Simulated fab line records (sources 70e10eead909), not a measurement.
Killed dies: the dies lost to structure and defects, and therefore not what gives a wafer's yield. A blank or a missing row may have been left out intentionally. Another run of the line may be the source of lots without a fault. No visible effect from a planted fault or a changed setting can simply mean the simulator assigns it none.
Chamber matching ; flow nand harc ; NHARC_P_M0_CMP_23 on cmp-02 has 4 sister chambers
The step polishes, t overpolish 20 s, target thk 117.54 nm. 8 wafers are shown with their chamber, then 10 later ones without.

== WAFERS, EACH WITH ITS CHAMBER ==
wafer;chamber;time to endpoint s (s);motor current A (A)
L083.1;3;35;13.1
L083.2;2;31;13.0
L083.6;0;25;14.3
L084.3;3;31;13.0
L084.4;1;37;12.0
L084.5;2;32;13.2
L086.1;0;23;14.2
L086.2;1;36;12.3

== WAFERS WHOSE CHAMBER IS MISSING ==
wafer;time to endpoint s (s);motor current A (A)
L086.5;25;13.5
L094.1;38;12.1
L094.2;30;12.8
L094.5;30;12.5
L095.2;37;12.0
L095.3;28;14.0
L095.4;32;12.5
L096.2;32;13.7
L096.3;25;13.9
L096.5;26;14.5

== THE CHAMBER EACH PASSED THROUGH ==
wafer;from the rows above;in truth
L086.5;can't be placed: 2 or 0 or 3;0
L094.1;1;1
L094.2;can't be placed: 2 or 3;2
L094.5;can't be placed: 3 or 2 or 1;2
L095.2;1;1
L095.3;0;0
L095.4;can't be placed: 1 or 3 or 2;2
L096.2;can't be placed: 2 or 3 or 0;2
L096.3;0;0
L096.5;0;0
Placed correctly: 5 of 10. Unplaceable from these rows: 5, with the true chamber sitting among the candidates in 5. Number placed wrongly: 0.
How it was worked out, from the rows above alone: a wafer's distance from a chamber is the root of the sum, over the readings, of the square of ((its reading less the chamber's mean) divided by the reading's scatter). The wafer belongs to the nearest chamber; if the next one is less than 2 further off, it can't be placed. A chamber's mean is the mean of its shown wafers. The scatter: take each reading less its chamber's mean, square it, sum over the shown wafers, divide by the number of wafers less the number of chambers, and take the root.
